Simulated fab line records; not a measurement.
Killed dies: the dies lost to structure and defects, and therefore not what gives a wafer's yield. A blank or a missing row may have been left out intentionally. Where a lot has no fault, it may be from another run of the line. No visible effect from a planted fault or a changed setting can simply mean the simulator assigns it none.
fab line records + flow nand-harc
record
- lots=12
- wafers=36
- last-day=34
route steps=1302 shown P_GATE@149
lots that met no fault: taken from a fault-free run of the same line
start-h: hours from the record's first day to the start of the lot's first wafer shown + wait-h: time in hours since the lot's previous step + " same as the row above + L1.1+2: one row covering several wafers at once + - no value, or no start was given + * or withheld: withheld + < > ~ a bound
route shown NAME@n: NAME is a module with steps in the file, n the number in the route of the first one + usual: average and standard deviation across the fault-free wafers + same: alike in all rows + chamber/n: place in a boat + sites: per-site readings + _std_site: standard deviation across them + _edge_site: outer sites' mean less inner sites' + radius-mm: how far each site lies from the wafer's centre + mask NAME#n: copy n + behind: the tool/chamber that last shaped the wafer + hold: reason for holding the lot/hours on hold/outcome of the hold + device: the transistor (n, p or np) that didn't switch + end of line: the route-end tests of the same wafers + step lacking rows: just its recipe + killed: at the first sort, the dies lost to defects and structure; wafer yield is something else + map: the dies of a wafer, with x for killed, . for not killed, _ for no die there
set.NAME: setting as actually run; set.NAME@STEP: the setting as run at that earlier step + model.NAME: the simulator's own value behind a step, which no gauge read
route steps across a sampled set of lots; one table per step, one row per wafer
services: from which hour (start-h, from the record's first day; less than 0 if before it) a tool's chamber was out of use, for how many hours, and why
## steps
# step NHARC_P_GATE_ETCH_32
# recipe
- target-depth-a=1500
- over-etch-frac=1
- over-etch-ion-energy-ev=40
- time-s=100.1
- hbr-flow-sccm=150
- cl2-flow-sccm=50
- rf-w=400
- icp-w=400
- bias-w=100
- chemistry=HBr/Cl2
# usual
- bias-w=100.03/0.3
- drypump-motor-current-A=5.6/0.42
- oes-product-au=1.001/0.0089
- throttle-valve-pct=26.407/0.0087
| lot.wafer | tool      | chamber | start-h | wait-h | bias-w | drypump-motor-current-A | oes-product-au | rf-hours-counter-h | throttle-valve-pct |
|-----------|-----------|---------|---------|--------|--------|-------------------------|----------------|--------------------|--------------------|
| L995.1    | rie-si-02 | 1       | 131.63  | -      | 99.66  | 6.0                     | 0.999          | 0.24               | 26.407             |
| L995.6    | "         | 1       | "       | "      | 99.93  | 6.0                     | 0.994          | -                  | 26.408             |
| L995.5    | "         | 2       | "       | "      | 99.81  | 5.3                     | 0.992          | -                  | 26.417             |
| L992.4    | rie-si-03 | 0       | 133.67  | -      | 99.59  | 5.0                     | 1.014          | 0.38               | 26.415             |
| L992.6    | "         | 2       | "       | "      | 99.31  | 5.9                     | 1.007          | -                  | 26.413             |
| L992.5    | "         | 3       | "       | "      | 100.18 | 5.7                     | 1.001          | -                  | 26.409             |
| L996.4    | rie-si-02 | 1       | 134.12  | -      | 100.14 | 6.0                     | 1.013          | 0.32               | 26.416             |
| L996.1    | "         | 2       | "       | "      | 100.42 | 5.3                     | 0.994          | 0.33               | 26.399             |
| L996.6    | "         | 0       | "       | "      | 100.12 | 5.7                     | 0.997          | -                  | 26.404             |
| L105.2    | rie-si-02 | 1       | 246.14  | -      | 100.09 | 6.0                     | 1.012          | 1.01               | 26.409             |
| L105.5    | "         | 0       | "       | "      | 100.02 | 5.8                     | 0.991          | -                  | 26.428             |
| L105.6    | "         | 1       | "       | "      | 99.77  | 6.0                     | 0.997          | -                  | 26.407             |
| L106.2    | rie-si-03 | 3       | 246.89  | -      | 100.21 | 5.6                     | 0.990          | 0.09               | 26.404             |
| L106.3    | "         | 0       | "       | "      | 100.30 | 5.0                     | 1.006          | 0.11               | 26.395             |
| L106.1    | "         | 2       | "       | "      | 100.22 | 5.9                     | 0.987          | 0.09               | 26.414             |
| L107.2    | rie-si-02 | 1       | 259.13  | -      | 99.88  | 6.0                     | 0.997          | 1.17               | 26.404             |
| L107.3    | "         | 2       | "       | "      | 99.75  | 5.3                     | 0.999          | 1.13               | 26.401             |
| L107.4    | "         | 3       | "       | "      | 99.90  | 4.7                     | 0.993          | 1.08               | 26.422             |
| L108.2    | rie-si-03 | 2       | 263.40  | -      | 100.70 | 6.0                     | 0.998          | 0.19               | 26.398             |
| L108.1    | "         | 3       | "       | "      | 99.89  | 5.6                     | 0.994          | 0.25               | 26.414             |
| L108.4    | "         | 2       | "       | "      | 100.57 | 6.0                     | 1.001          | -                  | 26.407             |
| L111.1    | rie-si-04 | 1       | 281.48  | -      | 99.75  | 5.6                     | 1.003          | 0.52               | 26.409             |
| L111.2    | "         | 0       | "       | "      | 99.62  | 6.0                     | 1.003          | 0.55               | 26.413             |
| L111.5    | "         | 2       | "       | "      | 100.23 | 6.1                     | 1.013          | -                  | 26.408             |
| L112.3    | rie-si-04 | 1       | 294.98  | -      | 99.96  | 5.6                     | 1.027          | 0.68               | 26.398             |
| L112.4    | "         | 2       | "       | "      | 100.75 | 6.1                     | 1.005          | 0.70               | 26.409             |
| L112.6    | "         | 1       | "       | "      | 99.56  | 5.6                     | 1.011          | -                  | 26.412             |
| L113.4    | rie-si-04 | 3       | 311.37  | -      | 100.52 | 5.4                     | 1.000          | 0.77               | 26.413             |
| L113.5    | "         | 3       | "       | "      | 100.34 | 5.5                     | 1.004          | -                  | 26.393             |
| L113.6    | "         | 0       | "       | "      | 100.43 | 5.9                     | 1.009          | -                  | 26.397             |
| L114.3    | rie-si-03 | 1       | 315.39  | -      | 99.55  | 6.0                     | 1.005          | 0.67               | 26.402             |
| L114.4    | "         | 0       | "       | "      | 100.48 | 5.1                     | 0.999          | 0.42               | 26.387             |
| L114.6    | "         | 1       | "       | "      | 99.17  | 6.0                     | 0.999          | -                  | 26.404             |
| L115.4    | rie-si-02 | 2       | 326.82  | -      | 99.99  | 5.3                     | 0.995          | 0.20               | 26.415             |
| L115.1    | "         | 3       | "       | "      | 100.13 | 4.7                     | 0.999          | 0.16               | 26.400             |
| L115.6    | "         | 0       | "       | "      | 99.92  | 5.8                     | 1.000          | -                  | 26.408             |
# step NHARC_P_GATE_STRIP_112
# recipe
- power-w=1500
- temp-c=110
- time-s=200
- chemistry=N2/H2
# usual
- drypump-motor-current-A=5.8/0.44
- heater-power-w=89/3.5
| lot.wafer | tool            | chamber | start-h | wait-h | drypump-motor-current-A | heater-power-w | rf-hours-counter-h |
|-----------|-----------------|---------|---------|--------|-------------------------|----------------|--------------------|
| L995.1    | plasma-asher-02 | 1       | 145.36  | 0.2    | 5.0                     | 90             | 10                 |
| L995.6    | "               | 1       | "       | "      | 5.1                     | 92             | -                  |
| L995.5    | "               | 0       | "       | "      | 5.7                     | 93             | -                  |
| L992.4    | plasma-asher-01 | 1       | 147.24  | 0.2    | 6.3                     | 90             | -                  |
| L992.6    | "               | 0       | "       | "      | 6.0                     | 84             | -                  |
| L992.5    | "               | 1       | "       | "      | 6.3                     | 88             | -                  |
| L996.1    | plasma-asher-02 | 1       | 151.74  | 0.2    | 5.1                     | 92             | 14                 |
| L996.4    | "               | 1       | "       | "      | 5.1                     | 90             | -                  |
| L996.6    | "               | 0       | "       | "      | 5.7                     | 95             | -                  |
| L105.2    | plasma-asher-02 | 0       | 261.78  | 0.2    | 5.7                     | 94             | 2                  |
| L105.5    | "               | 1       | "       | "      | 5.1                     | 88             | -                  |
| L105.6    | "               | 0       | "       | "      | 5.7                     | 95             | -                  |
| L106.1    | plasma-asher-01 | 0       | 262.18  | 0.2    | 6.0                     | 86             | 17                 |
| L106.2    | "               | 1       | "       | "      | 6.2                     | 88             | 17                 |
| L106.3    | "               | 1       | "       | "      | 6.2                     | 89             | -                  |
| L107.2    | plasma-asher-01 | 0       | 274.77  | 0.2    | 6.0                     | 84             | 20                 |
| L107.4    | "               | 0       | "       | "      | 6.0                     | 84             | -                  |
| L107.3    | "               | 1       | "       | "      | 6.3                     | 89             | -                  |
| L108.2    | plasma-asher-02 | 1       | 276.98  | 0.2    | 5.1                     | 90             | 5                  |
| L108.1    | "               | 0       | "       | "      | 5.7                     | 95             | 5                  |
| L108.4    | "               | 0       | "       | "      | 5.7                     | 95             | -                  |
| L111.2    | plasma-asher-02 | 0       | 295.33  | 0.2    | 5.7                     | 95             | 9                  |
| L111.1    | "               | 1       | "       | "      | 5.1                     | 86             | 9                  |
| L111.5    | "               | 0       | "       | "      | 5.7                     | 91             | -                  |
| L112.4    | plasma-asher-02 | 0       | 308.71  | 0.2    | 5.7                     | 96             | -                  |
| L112.3    | "               | 1       | "       | "      | 5.1                     | 85             | -                  |
| L112.6    | "               | 1       | "       | "      | 5.1                     | 91             | -                  |
| L113.4    | plasma-asher-01 | 1       | 325.03  | 0.2    | 6.2                     | 90             | -                  |
| L113.5    | "               | 1       | "       | "      | 6.2                     | 88             | -                  |
| L113.6    | "               | 0       | "       | "      | 6.0                     | 85             | -                  |
| L114.3    | plasma-asher-01 | 0       | 329.11  | 0.2    | 6.0                     | 86             | -                  |
| L114.4    | "               | 1       | "       | "      | 6.3                     | 90             | -                  |
| L114.6    | "               | 0       | "       | "      | 6.0                     | 82             | -                  |
| L115.1    | plasma-asher-01 | 0       | 340.29  | 0.2    | 6.0                     | 83             | 32                 |
| L115.4    | "               | 0       | "       | "      | 6.0                     | 84             | -                  |
| L115.6    | "               | 0       | "       | "      | 6.0                     | 84             | -                  |
# step NHARC_P_GATE_EXPOSE_88
# recipe
- na=0.6
- target-cd-nm=2000
- dose-mj=11.87
- mask-id=P_HVN
| lot.wafer  | tool           | chamber | start-h | wait-h | mask       |
|------------|----------------|---------|---------|--------|------------|
| L995.1+5+6 | krf-scanner-01 | 0       | 146.38  | -      | P_HVN#0    |
| L992.4+5+6 | krf-scanner-04 | 0       | 148.16  | -      | P_HVN#0    |
| L996.1+4+6 | krf-scanner-01 | 0       | 152.72  | -      | P_HVN_R1#0 |
| L105.2+5+6 | krf-scanner-01 | 0       | 262.77  | -      | P_HVN#0    |
| L106.1+2+3 | krf-scanner-04 | 0       | 263.20  | -      | P_HVN#0    |
| L107.2+3+4 | krf-scanner-01 | 0       | 275.80  | -      | P_HVN#0    |
| L108.1+2+4 | krf-scanner-03 | 0       | 278.01  | -      | P_HVN#0    |
| L111.1+2+5 | krf-scanner-04 | 0       | 296.36  | -      | P_HVN#0    |
| L112.3+4+6 | krf-scanner-04 | 0       | 309.53  | -      | P_HVN#0    |
| L113.4+5+6 | krf-scanner-01 | 0       | 325.98  | -      | P_HVN#0    |
| L114.3+4+6 | krf-scanner-04 | 0       | 330.06  | -      | P_HVN#0    |
| L115.1+4+6 | krf-scanner-03 | 0       | 341.27  | -      | P_HVN#0    |
# step NHARC_P_GATE_CD_MEAS_91
# recipe
- target-cd-nm=2000
- landing-energy-ev=500
# usual
- cd-nm=2000.2/1.5
| lot.wafer | tool      | chamber | start-h | wait-h | cd-nm  |
|-----------|-----------|---------|---------|--------|--------|
| L995.1    | cd-sem-02 | 0       | 146.54  | -      | 2000.8 |
| L995.5    | "         | 0       | "       | "      | 2003.5 |
| L995.6    | "         | 0       | "       | "      | 2001.7 |
| L992.4    | cd-sem-01 | 0       | 148.30  | -      | 2000.1 |
| L992.5    | "         | 0       | "       | "      | 1999.1 |
| L992.6    | "         | 0       | "       | "      | 2000.5 |
| L996.1    | cd-sem-02 | 0       | 152.87  | -      | 1968.0 |
| L996.4    | "         | 0       | "       | "      | 1967.9 |
| L996.6    | "         | 0       | "       | "      | 1968.3 |
| L105.2    | cd-sem-03 | 0       | 262.92  | -      | 1997.8 |
| L105.5    | "         | 0       | "       | "      | 1999.1 |
| L105.6    | "         | 0       | "       | "      | 2000.8 |
| L106.1    | cd-sem-03 | 0       | 263.36  | -      | 1999.9 |
| L106.2    | "         | 0       | "       | "      | 1999.1 |
| L106.3    | "         | 0       | "       | "      | 2000.7 |
| L107.2    | cd-sem-03 | 0       | 275.97  | -      | 2002.8 |
| L107.3    | "         | 0       | "       | "      | 2002.4 |
| L107.4    | "         | 0       | "       | "      | 2000.5 |
| L108.1    | cd-sem-01 | 0       | 278.17  | -      | 1998.6 |
| L108.2    | "         | 0       | "       | "      | 2000.0 |
| L108.4    | "         | 0       | "       | "      | 1998.4 |
| L111.1    | cd-sem-01 | 0       | 296.51  | -      | 1998.8 |
| L111.2    | "         | 0       | "       | "      | 1999.4 |
| L111.5    | "         | 0       | "       | "      | 1999.5 |
| L112.3    | cd-sem-03 | 0       | 309.68  | -      | 2001.1 |
| L112.4    | "         | 0       | "       | "      | 2000.3 |
| L112.6    | "         | 0       | "       | "      | 2000.6 |
| L113.4    | cd-sem-02 | 0       | 326.13  | -      | 2001.8 |
| L113.5    | "         | 0       | "       | "      | 1999.6 |
| L113.6    | "         | 0       | "       | "      | 2000.5 |
| L114.3    | cd-sem-03 | 0       | 330.21  | -      | 1999.3 |
| L114.4    | "         | 0       | "       | "      | 1997.6 |
| L114.6    | "         | 0       | "       | "      | 2000.5 |
| L115.1    | cd-sem-01 | 0       | 341.43  | -      | 2002.2 |
| L115.4    | "         | 0       | "       | "      | 2000.3 |
| L115.6    | "         | 0       | "       | "      | 2000.0 |
# step NHARC_P_GATE_RTA_80
# recipe
- temp-c=300
- time-s=30
# usual
- lamp-power-pct=2.041/0.027
- lamp_zone_2_pct=2.041/0.028
- wafer_temp_C_max=302.0/0.72
| lot.wafer | tool          | chamber | start-h | wait-h | lamp-power-pct | lamp_zone_2_pct | wafer_temp_C_max |
|-----------|---------------|---------|---------|--------|----------------|-----------------|------------------|
| L995.1    | rtp-anneal-02 | 0       | 148.96  | -      | 2.078          | 2.076           | 301.7            |
| L995.5    | "             | 0       | "       | "      | 2.072          | 2.076           | 301.5            |
| L995.6    | "             | 0       | "       | "      | 2.076          | 2.073           | 301.7            |
| L992.4    | rtp-anneal-02 | 0       | 150.80  | -      | 2.072          | 2.067           | 301.2            |
| L992.5    | "             | 0       | "       | "      | 2.070          | 2.070           | 301.1            |
| L992.6    | "             | 0       | "       | "      | 2.068          | 2.071           | 300.9            |
| L996.1    | rtp-anneal-01 | 0       | 155.57  | -      | 2.016          | 2.015           | 302.5            |
| L996.4    | "             | 0       | "       | "      | 2.015          | 2.013           | 302.5            |
| L996.6    | "             | 0       | "       | "      | 2.015          | 2.015           | 302.4            |
| L105.2    | rtp-anneal-02 | 0       | 265.36  | -      | 2.071          | 2.071           | 301.2            |
| L105.5    | "             | 0       | "       | "      | 2.071          | 2.071           | 300.8            |
| L105.6    | "             | 0       | "       | "      | 2.072          | 2.073           | 301.6            |
| L106.1    | rtp-anneal-01 | 0       | 266.10  | -      | 2.017          | 2.013           | 302.5            |
| L106.2    | "             | 0       | "       | "      | 2.016          | 2.012           | 302.1            |
| L106.3    | "             | 0       | "       | "      | 2.015          | 2.012           | 302.0            |
| L107.2    | rtp-anneal-02 | 0       | 278.58  | -      | 2.071          | 2.068           | 301.5            |
| L107.3    | "             | 0       | "       | "      | 2.070          | 2.073           | 301.1            |
| L107.4    | "             | 0       | "       | "      | 2.070          | 2.071           | 301.1            |
| L108.1    | rtp-anneal-01 | 0       | 280.58  | -      | 2.014          | 2.015           | 303.0            |
| L108.2    | "             | 0       | "       | "      | 2.014          | 2.011           | 302.7            |
| L108.4    | "             | 0       | "       | "      | 2.013          | 2.015           | 302.3            |
| L111.1    | rtp-anneal-01 | 0       | 298.93  | -      | 2.014          | 2.013           | 302.3            |
| L111.2    | "             | 0       | "       | "      | 2.015          | 2.017           | 302.5            |
| L111.5    | "             | 0       | "       | "      | 2.016          | 2.013           | 302.8            |
| L112.3    | rtp-anneal-02 | 0       | 312.17  | -      | 2.072          | 2.071           | 301.1            |
| L112.4    | "             | 0       | "       | "      | 2.071          | 2.072           | 301.3            |
| L112.6    | "             | 0       | "       | "      | 2.071          | 2.070           | 301.6            |
| L113.4    | rtp-anneal-02 | 0       | 328.62  | -      | 2.069          | 2.073           | 301.3            |
| L113.5    | "             | 0       | "       | "      | 2.071          | 2.073           | 301.2            |
| L113.6    | "             | 0       | "       | "      | 2.072          | 2.070           | 301.2            |
| L114.3    | rtp-anneal-01 | 0       | 332.68  | -      | 2.015          | 2.014           | 303.1            |
| L114.4    | "             | 0       | "       | "      | 2.014          | 2.013           | 302.2            |
| L114.6    | "             | 0       | "       | "      | 2.015          | 2.014           | 302.5            |
| L115.1    | rtp-anneal-01 | 0       | 343.99  | -      | 2.015          | 2.014           | 302.2            |
| L115.4    | "             | 0       | "       | "      | 2.013          | 2.012           | 302.5            |
| L115.6    | "             | 0       | "       | "      | 2.014          | 2.015           | 302.6            |
## services
| tool            | chamber | start-h | hours | kind   |
|-----------------|---------|---------|-------|--------|
| plasma-asher-02 | -       | 113.32  | 1.5   | repair |
| krf-scanner-04  | -       | 138.09  | 8.3   | repair |
| krf-scanner-01  | -       | 140.00  | 4.0   | pm     |
| krf-scanner-01  | -       | 147.44  | 0.7   | repair |
| rie-si-04       | -       | 165.00  | 9.0   | pm     |
| plasma-asher-01 | -       | 165.17  | 9.0   | pm     |
| rie-si-03       | 3       | 169.30  | 8.2   | repair |
| rie-si-02       | -       | 181.42  | 0.4   | repair |
| krf-scanner-04  | -       | 182.00  | 4.0   | pm     |
| rie-si-02       | 0       | 187.83  | 11.0  | repair |
| plasma-asher-01 | -       | 208.77  | 4.5   | repair |
| rie-si-03       | -       | 221.20  | 9.0   | pm     |
| krf-scanner-01  | -       | 222.42  | 0.4   | repair |
| krf-scanner-01  | -       | 249.11  | 0.6   | repair |
| plasma-asher-02 | -       | 249.83  | 9.0   | pm     |
| plasma-asher-01 | -       | 254.61  | 5.7   | repair |
| rie-si-03       | 0       | 256.80  | 16.6  | repair |
| rie-si-03       | 2       | 276.16  | 7.6   | repair |
| rie-si-02       | -       | 277.00  | 9.0   | pm     |
| rie-si-04       | 0       | 286.29  | 5.0   | repair |
| krf-scanner-04  | -       | 305.88  | 0.2   | repair |
| krf-scanner-01  | -       | 312.00  | 4.0   | pm     |
| krf-scanner-04  | -       | 334.79  | 1.6   | repair |
| plasma-asher-01 | -       | 342.17  | 9.0   | pm     |
## key
first-sign
- step=NHARC_P_GATE_EXPOSE_88
- reading=mask
- direction=changed
effect
- step=NHARC_P_GATE_CD_MEAS_91
- reading=cd-nm
- direction=down
- sigmas=21
- usual=2000.2
- struck=1968.1
met-at NHARC_P_GATE_EXPOSE_88
struck-lots L996
tester-left-out L996
not-acting-at NHARC_P_GATE_ETCH_32,NHARC_P_GATE_STRIP_112,NHARC_P_GATE_RTA_80
onset-between 146.38 152.72
fault
- kind=wrong-mask
- tool=any
- chamber=-
- onset-h=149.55
- steps=NHARC_P_GATE_EXPOSE_88
- aux-copy=P_HVN_R1#0
- cd-offset-nm=-32.671
- scope=struck-lots-only
# tester-left-out: of these lots the tester's yield and bins aren't shown, on N5 and GAA mostly nor the transistor test; their killed dies are dies lost to structure and defects alone, not to doping, threshold or leakage, so they don't give the yield
